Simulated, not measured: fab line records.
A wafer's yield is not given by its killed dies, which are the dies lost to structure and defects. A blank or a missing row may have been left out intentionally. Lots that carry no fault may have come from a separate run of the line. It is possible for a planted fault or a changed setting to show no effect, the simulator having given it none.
fab line records	flow n5-finfet
record lots=5	wafers=15	last-day=15
route steps=1938 shown HKMG_FIN@433 GATE_CUT@465 BEOL_M4@1111 PASSIVATION@1936
lots with no fault: from the same line, run without faults
start-h: hours from the record's opening day to when the first of the lot's shown wafers began	wait-h: time in hours since the lot's previous step	" repeats the value in the row above	L1.1+2: several wafers, shown together as one row	- value missing, or start not given	* or withheld: withheld	< > ~ a bound
route shown NAME@n: names a module that has steps shown in the file, with the first one's number in the route	usual: mean/standard deviation taken from wafers without a fault	same: alike in all rows	chamber/n: place in a boat	sites: readings site by site	_std_site: how widely they spread, as a standard deviation	_edge_site: mean of outer sites minus mean of inner sites	radius-mm: how far each site lies from the wafer's centre	mask NAME#n: copy n	behind: the most recent tool/chamber to have shaped the wafer	hold: what put the lot on hold/how long, in hours/how the hold closed	device: transistor that didn't switch, given as n, p or np	end of line: tests run on the same wafers once the route is complete	for a step that has no rows: nothing shown but its recipe	killed: dies lost to structure and defects at the first sort, not the wafer's yield	map: the dies of a wafer, with x for killed, . for not killed, _ for no die there
set.NAME: setting as actually run; set.NAME@STEP: the setting as run at that earlier step	model.NAME: the simulator's own value behind a step, which no gauge read
a table for each step, a row for each wafer; lots at some steps of the route
services: when a tool's chamber went out of use (start-h, in hours from the record's first day, below 0 if earlier), for how many hours, and the reason
## steps
# step N5_HKMG_FIN_DESCUM_17
# recipe chemistry=O2	time-s=7.9	source-power-w=50	bias-power-w=20	pressure-mtorr=20	rf-frequency-hz=2.712e+07	temp-c=40	resist=CAR-ArF	o2-flow-sccm=225
# step N5_HKMG_FIN_ETCH_31
# recipe chemistry=CF4	target=SiARC	target-depth-a=455	mask-material=CAR-ArF	time-s=75.8	ion-energy-ev=80	pressure-mtorr=40	source-w=545	bias-w=36	Ar_flow_sccm=100	cf4-flow-sccm=100	ends=cleared
# step N5_HKMG_FIN_ETCH_32
# recipe chemistry=N2/H2	target=SOC	target-depth-a=2400	temp-c=40	time-s=300	ion-energy-ev=200	mask-material=SiARC	pressure-mtorr=30	source-w=840	bias-w=150	n2-flow-sccm=200	h2-flow-sccm=200
# step N5_HKMG_FIN_STRIP_33
# recipe chemistry=N2/H2	temp-c=40	n2-flow-sccm=200	h2-flow-sccm=200	rf-frequency-hz=6e+07
# step N5_HKMG_FIN_STRIP_34
# recipe chemistry=CF4	resist=SiARC	power-w=300	bias-power-w=75	pressure-mtorr=50	cf4-flow-sccm=150	rf-frequency-hz=6e+07
# step N5_HKMG_FIN_ETCH_35
# recipe chemistry=N2/H2	target=SOC	target-depth-a=2158	ion-energy-ev=65	bias-w=5	source-w=3000	time-s=243.4	pressure-mtorr=30	n2-flow-sccm=200	h2-flow-sccm=200
# step N5_HKMG_FIN_STRIP_92
# recipe chemistry=N2/H2	material=SOC	time-s=20	power-w=500	temp-c=40	pressure-mtorr=50	rf-frequency-hz=6e+07	bias-power-w=8	h2-frac=0.5	n2-flow-sccm=300	h2-flow-sccm=300
# step N5_HKMG_FIN_WET_ETCH_18
# recipe chemistry=SC1	target=TiN	mix=1:1:5	temp-c=*	time-s=55	target-depth-nm=5.2	dry=ipa-marangoni	rinse-time-s=30	rinse-temp-c=23
# step N5_HKMG_FIN_STRIP_19
# recipe chemistry=N2/H2	power-w=2500	temp-c=300	h2-frac=0.65	time-s=360	pressure-mtorr=withheld	n2-flow-sccm=1750	h2-flow-sccm=3250
# step N5_HKMG_FIN_ALD_91
# recipe material=TiN	target-thk-a=10	temp-c=400	ald-precursor-family=TiCl4	ald-co-reactant=NH3	pulse-time-s=1	purge-time-s=3	co-reactant-purge-time-s=2	co-reactant-pulse-time-s=2	ald-cycles=47	pressure-torr=3
# step N5_HKMG_FIN_COAT_85
# recipe resist=SOC	temp-c=250	time-s=60	spin-rpm=1500	resist-thk-nm=300
# step N5_HKMG_FIN_ETCH_86
# recipe chemistry=N2/H2	target=SOC	target-depth-a=3932	stop-on=TiN	ion-energy-ev=100	bias-w=61	pressure-mtorr=30	source-w=850	n2-flow-sccm=200	h2-flow-sccm=200
# usual drypump-motor-current-A=5.6/0.46	oes-product-au=0.80/0.084	rf-fwd-power-W=844.5/2.8	rf-vpp-V=240.8/1.4	showerhead-plenum-p-Torr=2.56/0.087	throttle-valve-pct=17.73/0.22
lot.wafer	tool	chamber	start-h	wait-h	drypump-motor-current-A	oes-product-au	rf-fwd-power-W	rf-hours-counter-h	rf-vpp-V	showerhead-plenum-p-Torr	throttle-valve-pct	model.SOC_of_HKMG_FIN_COAT_85.thk-nm	model.TiN_of_HKMG_FIN_ALD_91.thk-nm
L284.2	rie-diel-06	2	75.79	-	5.8	0.90	847.4	24	243.6	2.60	17.56	13.6	1
L284.5	"	1	"	"	6.3	0.69	842.6	-	237.8	2.41	18.02	20.8	1
L284.6	"	2	"	"	5.8	0.90	850.1	-	241.5	2.60	17.58	13.8	1
L290.2	rie-diel-06	0	118.15	-	5.2	0.74	1049.2	181	225.9	2.63	17.51	8.6	0
L290.3	"	2	"	"	5.8	0.87	842.8	42	240.8	2.59	17.59	14.4	1
L290.6	"	0	"	"	5.2	0.73	1049.0	-	224.0	2.63	17.51	8.6	0
L292.2	rie-diel-04	0	124.02	-	6.0	0.80	845.3	102	239.3	2.46	17.58	16	1
L292.5	"	2	"	"	6.0	0.73	843.4	-	239.6	2.54	17.55	19.6	1
L292.6	"	1	"	"	5.9	0.68	846.0	-	241.3	2.63	18.22	21.4	1
L294.3	rie-diel-06	0	140.20	-	5.2	0.73	1049.9	189	225.5	2.63	17.52	8.6	0
L294.4	"	3	"	"	5.0	0.88	843.2	34	240.4	2.49	17.78	16.6	1
L294.6	"	2	"	"	5.8	0.86	845.4	-	242.2	2.58	17.60	14.6	1
L295.1	rie-diel-06	1	144.36	-	6.4	0.91	845.5	12	244.0	2.72	17.63	15.8	1
L295.3	"	3	"	"	5.1	0.87	844.7	36	238.8	2.49	17.78	16.8	1
L295.5	"	0	"	"	5.2	0.72	1050.5	-	224.2	2.63	17.52	8.6	0
# step N5_HKMG_FIN_STRIP_89
# recipe chemistry=N2/H2	material=SOC	time-s=20	power-w=500	temp-c=40	pressure-mtorr=50	rf-frequency-hz=6e+07	bias-power-w=8	h2-frac=0.5	n2-flow-sccm=300	h2-flow-sccm=300
# step N5_HKMG_FIN_WET_ETCH_87
# recipe chemistry=SC1	target=TiN	mix=1:2:40	temp-c=50	time-s=154.2	target-depth-nm=4.7	dry=ipa-marangoni	rinse-time-s=30	rinse-temp-c=23
# step N5_HKMG_FIN_STRIP_88
# recipe chemistry=N2/H2	power-w=2500	temp-c=300	h2-frac=0.65	time-s=360	pressure-mtorr=withheld	n2-flow-sccm=1750	h2-flow-sccm=3250
# step N5_HKMG_FIN_NWFM_ALD_20
# recipe material=TiAlC	target-thk-a=20	temp-c=300	ald-precursor-family=TiCl4	ald-co-reactant=TEA	pulse-time-s=3	purge-time-s=2	co-reactant-purge-time-s=2	co-reactant-pulse-time-s=10	ald-cycles=7	pressure-torr=3
# step N5_HKMG_FIN_ALD_71
# recipe material=TiN	target-thk-a=10	temp-c=400	ald-precursor-family=TiCl4	ald-co-reactant=NH3	pulse-time-s=1	purge-time-s=3	co-reactant-purge-time-s=2	co-reactant-pulse-time-s=2	ald-cycles=47	pressure-torr=3
# step N5_HKMG_FIN_COAT_66
# recipe resist=SOC	temp-c=250	time-s=60	spin-rpm=1500	resist-thk-nm=300
# step N5_HKMG_FIN_ETCH_67
# recipe chemistry=N2/H2	target=SOC	target-depth-a=3889	stop-on=TiN	ion-energy-ev=100	bias-w=61	pressure-mtorr=30	source-w=850	n2-flow-sccm=200	h2-flow-sccm=200
# step N5_HKMG_FIN_STRIP_90
# recipe chemistry=N2/H2	material=SOC	time-s=20	power-w=500	temp-c=40	pressure-mtorr=50	rf-frequency-hz=6e+07	bias-power-w=8	h2-frac=0.5	n2-flow-sccm=300	h2-flow-sccm=300
# step N5_HKMG_FIN_WET_ETCH_73
# recipe chemistry=SC1	mix=1:2:40	temp-c=50	time-s=42.3	target-depth-nm=1.3	dry=ipa-marangoni	rinse-time-s=30	rinse-temp-c=23
# step N5_HKMG_FIN_ETCHBACK_68
# recipe chemistry=Cl2/Ar	stop-on=HfO2	target-depth-a=5	pressure-mtorr=10	icp-w=600	bias-w=60	Cl2_flow_sccm=40	Ar_flow_sccm=60
# step N5_HKMG_FIN_STRIP_69
# recipe chemistry=N2/H2	power-w=2500	temp-c=300	h2-frac=0.65	time-s=360	pressure-mtorr=withheld	n2-flow-sccm=1750	h2-flow-sccm=3250
# step N5_HKMG_FIN_ALD_21
# recipe material=TiN	target-thk-a=15	temp-c=400	ald-precursor-family=TiCl4	ald-co-reactant=NH3	pulse-time-s=1	purge-time-s=3	co-reactant-purge-time-s=2	co-reactant-pulse-time-s=2	ald-cycles=68	pressure-torr=3
# step N5_HKMG_FIN_ALD_72
# recipe material=W	target-thk-a=20	temp-c=300	pressure-torr=7.5	ald-precursor-family=WF6	ald-co-reactant=B2H6	pulse-time-s=1	purge-time-s=2	co-reactant-purge-time-s=2	co-reactant-pulse-time-s=3	ald-cycles=7
# step N5_HKMG_FIN_W_FILL_22
# recipe material=W	target-thk-a=600	temp-c=400	pressure-torr=39.4	time-s=18.2
# step N5_HKMG_FIN_PRECLEAN_83
# recipe chemistry=DIW	time-s=57.5	temp-c=23
# step N5_HKMG_FIN_SRD_84
# recipe dry-time-s=32	dry=n2-spin	spin-rpm=1500
# step N5_HKMG_FIN_CMP_23
# recipe stop-on=SiNx	t-overpolish-s=10	post-cmp-clean=rinse-only	down-force-psi=4	platen-rpm=50.289	pad-velocity-m-s=1.0006	target-thk-nm=46.326
# step N5_HKMG_FIN_CMP_94
# recipe stop-on=SiNx	post-cmp-clean=w-dilute-nh4oh	t-overpolish-s=4.7	down-force-psi=4	platen-rpm=50.289	pad-velocity-m-s=1.0006	target-thk-nm=43.299
# step N5_GATE_CUT_ETCHBACK_00
# recipe chemistry=SF6/Cl2	target=W	pressure-mtorr=8	icp-w=900	bias-w=80	SF6_flow_sccm=40	Cl2_flow_sccm=60
# step N5_GATE_CUT_ETCH_56
# recipe chemistry=Cl2/Ar	target=TiN	target-depth-a=216	pressure-mtorr=10	icp-w=600	bias-w=60	Cl2_flow_sccm=40	Ar_flow_sccm=60
# step N5_GATE_CUT_ETCHBACK_30
# recipe chemistry=Cl2/Ar	target=TiN	target-depth-a=30	mode=isotropic	pressure-mtorr=10	icp-w=600	bias-w=60	Cl2_flow_sccm=40	Ar_flow_sccm=60
# step N5_GATE_CUT_VAPOR_ETCH_60
# recipe chemistry=BCl3/Cl2	target=HfO2	mode=isotropic
# step N5_GATE_CUT_ETCH_58
# recipe chemistry=CH3F/O2	target=SiNx	target-depth-a=170	time-s=128.6	ion-energy-ev=50	pressure-mtorr=30	source-w=415	bias-w=21	Ar_flow_sccm=150	CH3F_flow_sccm=30	O2_flow_sccm=20
# step N5_GATE_CUT_STRIP_59
# recipe chemistry=N2/H2	time-s=20	power-w=100	temp-c=40	pressure-mtorr=100	rf-frequency-hz=6e+07	bias-power-w=3	n2-flow-sccm=300	h2-flow-sccm=300
# step N5_GATE_CUT_PRECLEAN_31
# recipe temp-c=23	chemistry=DIW	time-s=300
# step N5_GATE_CUT_SRD_32
# recipe time-s=30	temp-c=23	rinse-liquid=diw	dry=ipa-marangoni
# step N5_GATE_CUT_SAC_CAP_01
# recipe material=SiNx	target-thk-a=240	temp-c=400	ald-precursor-family=SiH2I2	ald-co-reactant=N2/H2-plasma	pulse-time-s=1	ald-cycles=480	purge-time-s=2	co-reactant-purge-time-s=2	pressure-torr=2
# step N5_BEOL_M4_RC_MEAS_101
# usual DIBL_N=36.4/2.7	DIBL_P=36/3.2	IOFF_N=0.16/0.046	IOFF_P=0.21/0.055	ION_N=677/15	ION_P=464/11	SS_N=71.5/0.79	SS_P=73.3/0.93	VT_N=250/4.1	VT_P=-251/4.4
lot.wafer	tool	chamber	start-h	wait-h	DIBL_N[mV/V]	DIBL_P[mV/V]	IOFF_N[nA/um]	IOFF_P[nA/um]	ION_N[uA/um]	ION_P[uA/um]	SS_N[mV/dec]	SS_P[mV/dec]	VT_N[mV]	VT_P[mV]
L284.2	prober-01	0	164.38	0.4	35.9	38	0.16	0.28	673	470	71.6	73.6	248	-246
L284.5	"	0	"	"	39.3	40	0.23	0.33	679	470	72.7	74.6	245	-243
L284.6	"	0	"	"	35.1	36	0.14	0.26	666	472	71.6	74.2	252	-245
L290.3	prober-02	0	226.53	0.3	33.7	34	0.13	0.18	661	456	71.0	73.8	252	-254
L292.2	prober-02	0	230.95	0.2	41.4	41	0.23	0.33	676	460	71.9	74.9	248	-245
L292.5	"	0	"	"	36.1	34	0.13	0.19	658	455	71.0	73.1	256	-254
L292.6	"	0	"	"	35.3	34	0.13	0.19	664	456	71.0	73.9	251	-250
L294.4	prober-02	0	238.69	0.5	37.1	37	0.18	0.22	701	478	71.4	74.4	245	-251
L294.6	"	0	"	"	37.6	38	0.18	0.22	683	462	71.9	74.0	247	-250
L295.1	prober-01	0	251.19	0.0	36.1	37	0.16	0.24	680	476	71.4	73.4	253	-248
L295.3	"	0	"	"	37.0	38	0.19	0.28	701	479	72.7	74.5	244	-245
# step N5_PASSIVATION_PROBE_49
# usual defect-limited-yield=91.1/1.4	killed_at_M0_to_M3=34/9.7	killed_at_M4_up=13/5.1	killed-at-contacts=14/6.3	killed-at-front-end=40/11	killed-at-other=3.5/2.7	killed-dies=105/16	killed-on-rim=13/4.1	killed-open=70/12	killed-short=34/7.8	sort_bin_5_function=5.2/0.88	sort_bin_6_memory=3.3/0.7	sort-n-pass=1074/17	sort-yield-pct=91.0/1.5
# same gross-dies=1180	killed-at-back-side=0	sort_bin_4_leakage[%]=0	sort_bin_8_speed[%]=0
lot.wafer	tool	chamber	start-h	wait-h	defect-limited-yield[%]	killed_at_M0_to_M3	killed_at_M4_up	killed-at-contacts	killed-at-front-end	killed-at-other	killed-dies	killed-on-rim	killed-open	killed-short	sort_bin_5_function[%]	sort_bin_6_memory[%]	sort-n-pass	sort-yield-pct[%]
L290.2	prober-01	-	331.36	0.1	0	22	17	12	1128	1	1180	152	57	33	5.2	2.2	0	0
L290.3	prober-01	-	331.41	0.1	90.6	27	20	18	44	2	111	15	80	31	6.2	2.8	1069	90.6
L290.6	prober-01	-	331.56	0.3	0	37	11	19	1112	1	1180	152	75	39	5.9	3.4	0	0
L294.3	prober-01	-	339.42	0.1	0	21	28	13	1116	2	1180	152	78	26	5.4	3.5	0	0
L294.4	prober-01	-	339.47	0.2	93.6	22	9	15	23	7	76	16	54	22	3.8	2.3	1104	93.6
L294.6	prober-01	-	339.57	0.3	92.6	24	16	8	31	8	87	16	60	27	4.5	2.3	1093	92.6
L295.5	prober-02	-	357.62	0.2	0	29	13	24	1111	3	1180	152	71	27	4.8	3.3	0	0
# killed by level:class
L290.2 HKMG_FIN:area-etch=1089 FIN_SAQP:geometric-particle:short=11 STI_FIN_REVEAL:geometric-particle:open=9 MOL_CONTACT_COAG:geometric-particle:open=8 BEOL_M4:geometric-particle:open=8 FIN_SAQP:geometric-particle:open=7 BEOL_M1:geometric-particle:open=5 MOL_CONTACT_COAG:geometric-particle:short=4
L290.3 BEOL_M4:geometric-particle:open=15 STI_FIN_REVEAL:geometric-particle:open=14 MOL_CONTACT_COAG:geometric-particle:open=13 FIN_SAQP:geometric-particle:short=9 BEOL_M0_SAQP:geometric-particle:open=8 DUMMY_GATE:geometric-particle:open=7 BEOL_M1:geometric-particle:open=6 MOL_CONTACT_COAG:geometric-particle:short=5
L290.6 HKMG_FIN:area-etch=1066 STI_FIN_REVEAL:geometric-particle:open=13 MOL_CONTACT_COAG:geometric-particle:open=13 BEOL_M2:geometric-particle:open=10 FIN_SAQP:geometric-particle:open=6 MOL_CONTACT_COAG:geometric-particle:short=6 BEOL_M0_SAQP:geometric-particle:open=6 FIN_SAQP:geometric-particle:short=5
L294.3 HKMG_FIN:area-etch=1075 STI_FIN_REVEAL:geometric-particle:open=14 FIN_SAQP:geometric-particle:open=11 MOL_CONTACT_COAG:geometric-particle:open=10 BEOL_M1:geometric-particle:open=8 BEOL_M4:geometric-particle:open=7 BEOL_M5:geometric-particle:open=5 BEOL_M3:geometric-particle:open=4
L294.4 MOL_CONTACT_COAG:geometric-particle:open=12 FIN_SAQP:geometric-particle:open=8 BEOL_M0_SAQP:geometric-particle:short=6 FIN_SAQP:geometric-particle:short=5 DUMMY_GATE:geometric-particle:open=4 BEOL_M0_SAQP:geometric-particle:open=4 BEOL_M1:geometric-particle:open=4 BEOL_M2:geometric-particle:open=4
L294.6 STI_FIN_REVEAL:geometric-particle:open=8 MOL_CONTACT_COAG:geometric-particle:open=7 GATE_CUT:geometric-particle:open=6 BEOL_M0_SAQP:geometric-particle:short=6 BEOL_M0_SAQP:geometric-particle:open=5 BEOL_M5:geometric-particle:open=5 FIN_SAQP:geometric-particle:open=4 BEOL_M3:geometric-particle:open=4
L295.5 HKMG_FIN:area-etch=1082 MOL_CONTACT_COAG:geometric-particle:open=20 BEOL_M1:geometric-particle:open=8 BEOL_M4:geometric-particle:open=7 GATE_CUT:geometric-particle:short=6 STI_FIN_REVEAL:geometric-particle:open=5 BEOL_M2:geometric-particle:open=5 BEOL_M3:geometric-particle:open=5
# map L290.2 (x killed, . not)
_________________xxxxxxxxxxxx________________
______________xxxxxxxxxxxxxxxxxx_____________
___________xxxxxxxxxxxxxxxxxxxxxxxx__________
__________xxxxxxxxxxxxxxxxxxxxxxxxxx_________
________xxxxxxxxxxxxxxxxxxxxxxxxxxxxxx_______
_______xxxxxxxxxxxxxxxxxxxxxxxxxxxxxxxx______
______xxxxxxxxxxxxxxxxxxxxxxxxxxxxxxxxxx_____
_____xxxxxxxxxxxxxxxxxxxxxxxxxxxxxxxxxxxx____
____xxxxxxxxxxxxxxxxxxxxxxxxxxxxxxxxxxxxxx___
___xxxxxxxxxxxxxxxxxxxxxxxxxxxxxxxxxxxxxxxx__
___xxxxxxxxxxxxxxxxxxxxxxxxxxxxxxxxxxxxxxxx__
__xxxxxxxxxxxxxxxxxxxxxxxxxxxxxxxxxxxxxxxxxx_
__xxxxxxxxxxxxxxxxxxxxxxxxxxxxxxxxxxxxxxxxxx_
_xxxxxxxxxxxxxxxxxxxxxxxxxxxxxxxxxxxxxxxxxxxx
_xxxxxxxxxxxxxxxxxxxxxxxxxxxxxxxxxxxxxxxxxxxx
_xxxxxxxxxxxxxxxxxxxxxxxxxxxxxxxxxxxxxxxxxxxx
_xxxxxxxxxxxxxxxxxxxxxxxxxxxxxxxxxxxxxxxxxxxx
_xxxxxxxxxxxxxxxxxxxxxxxxxxxxxxxxxxxxxxxxxxxx
_xxxxxxxxxxxxxxxxxxxxxxxxxxxxxxxxxxxxxxxxxxxx
_xxxxxxxxxxxxxxxxxxxxxxxxxxxxxxxxxxxxxxxxxxxx
_xxxxxxxxxxxxxxxxxxxxxxxxxxxxxxxxxxxxxxxxxxxx
__xxxxxxxxxxxxxxxxxxxxxxxxxxxxxxxxxxxxxxxxxx_
__xxxxxxxxxxxxxxxxxxxxxxxxxxxxxxxxxxxxxxxxxx_
___xxxxxxxxxxxxxxxxxxxxxxxxxxxxxxxxxxxxxxxx__
___xxxxxxxxxxxxxxxxxxxxxxxxxxxxxxxxxxxxxxxx__
____xxxxxxxxxxxxxxxxxxxxxxxxxxxxxxxxxxxxxx___
_____xxxxxxxxxxxxxxxxxxxxxxxxxxxxxxxxxxxx____
______xxxxxxxxxxxxxxxxxxxxxxxxxxxxxxxxxx_____
_______xxxxxxxxxxxxxxxxxxxxxxxxxxxxxxxx______
________xxxxxxxxxxxxxxxxxxxxxxxxxxxxxx_______
__________xxxxxxxxxxxxxxxxxxxxxxxxxx_________
___________xxxxxxxxxxxxxxxxxxxxxxxx__________
______________xxxxxxxxxxxxxxxxxx_____________
_________________xxxxxxxxxxxx________________
# map L294.3 (x killed, . not)
_________________xxxxxxxxxxxx________________
______________xxxxxxxxxxxxxxxxxx_____________
___________xxxxxxxxxxxxxxxxxxxxxxxx__________
__________xxxxxxxxxxxxxxxxxxxxxxxxxx_________
________xxxxxxxxxxxxxxxxxxxxxxxxxxxxxx_______
_______xxxxxxxxxxxxxxxxxxxxxxxxxxxxxxxx______
______xxxxxxxxxxxxxxxxxxxxxxxxxxxxxxxxxx_____
_____xxxxxxxxxxxxxxxxxxxxxxxxxxxxxxxxxxxx____
____xxxxxxxxxxxxxxxxxxxxxxxxxxxxxxxxxxxxxx___
___xxxxxxxxxxxxxxxxxxxxxxxxxxxxxxxxxxxxxxxx__
___xxxxxxxxxxxxxxxxxxxxxxxxxxxxxxxxxxxxxxxx__
__xxxxxxxxxxxxxxxxxxxxxxxxxxxxxxxxxxxxxxxxxx_
__xxxxxxxxxxxxxxxxxxxxxxxxxxxxxxxxxxxxxxxxxx_
_xxxxxxxxxxxxxxxxxxxxxxxxxxxxxxxxxxxxxxxxxxxx
_xxxxxxxxxxxxxxxxxxxxxxxxxxxxxxxxxxxxxxxxxxxx
_xxxxxxxxxxxxxxxxxxxxxxxxxxxxxxxxxxxxxxxxxxxx
_xxxxxxxxxxxxxxxxxxxxxxxxxxxxxxxxxxxxxxxxxxxx
_xxxxxxxxxxxxxxxxxxxxxxxxxxxxxxxxxxxxxxxxxxxx
_xxxxxxxxxxxxxxxxxxxxxxxxxxxxxxxxxxxxxxxxxxxx
_xxxxxxxxxxxxxxxxxxxxxxxxxxxxxxxxxxxxxxxxxxxx
_xxxxxxxxxxxxxxxxxxxxxxxxxxxxxxxxxxxxxxxxxxxx
__xxxxxxxxxxxxxxxxxxxxxxxxxxxxxxxxxxxxxxxxxx_
__xxxxxxxxxxxxxxxxxxxxxxxxxxxxxxxxxxxxxxxxxx_
___xxxxxxxxxxxxxxxxxxxxxxxxxxxxxxxxxxxxxxxx__
___xxxxxxxxxxxxxxxxxxxxxxxxxxxxxxxxxxxxxxxx__
____xxxxxxxxxxxxxxxxxxxxxxxxxxxxxxxxxxxxxx___
_____xxxxxxxxxxxxxxxxxxxxxxxxxxxxxxxxxxxx____
______xxxxxxxxxxxxxxxxxxxxxxxxxxxxxxxxxx_____
_______xxxxxxxxxxxxxxxxxxxxxxxxxxxxxxxx______
________xxxxxxxxxxxxxxxxxxxxxxxxxxxxxx_______
__________xxxxxxxxxxxxxxxxxxxxxxxxxx_________
___________xxxxxxxxxxxxxxxxxxxxxxxx__________
______________xxxxxxxxxxxxxxxxxx_____________
_________________xxxxxxxxxxxx________________
## services
tool	chamber	start-h	hours	kind
rie-diel-06	1	88.25	-	clean
rie-diel-06	1	88.25	-	consumable-replace:focus-ring
rie-diel-06	1	88.25	-	consumable-replace:showerhead
rie-diel-06	1	88.25	19.6	scheduled-down
rie-diel-06	1	88.25	19.6	vent-cycle
rie-diel-04	3	122.87	3.9	repair
rie-diel-04	-	126.60	2.8	pm
## key
first-sign step=N5_HKMG_FIN_ETCH_86	reading=rf-fwd-power-W	direction=up	sigmas=74	usual=*	struck=*
effect step=N5_HKMG_FIN_ETCH_86	reading=rf-vpp-V	direction=down	sigmas=11	usual=240.8	struck=224.9
effect step=N5_PASSIVATION_PROBE_49	reading=killed-at-front-end	direction=up	sigmas=97	usual=40	struck=1117
model-effect step=N5_HKMG_FIN_ETCH_86	value=SOC_of_HKMG_FIN_COAT_85.thk-nm	without=20.05	struck=8.6
more-kills-born-at N5_HKMG_FIN_ETCH_86@rie-diel-06=4312
met-at N5_HKMG_FIN_ETCH_86
struck-wafers L290.2,L290.6,L294.3,L295.5
later-rows-left-out L290.2,L290.6,L294.3,L295.5
fault kind=process-parameter-drift	tool=rie-diel-06	chamber=0	onset-h=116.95	steps=N5_HKMG_FIN_ETCH_86	channel=source-w	offset=204	shape=step	end-h=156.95	acts-in=these-recipes-only	stated=850
# later-rows-left-out: the simulator's readings of these wafers behind a module that went badly wrong aren't trusted and aren't shown, but for the sort
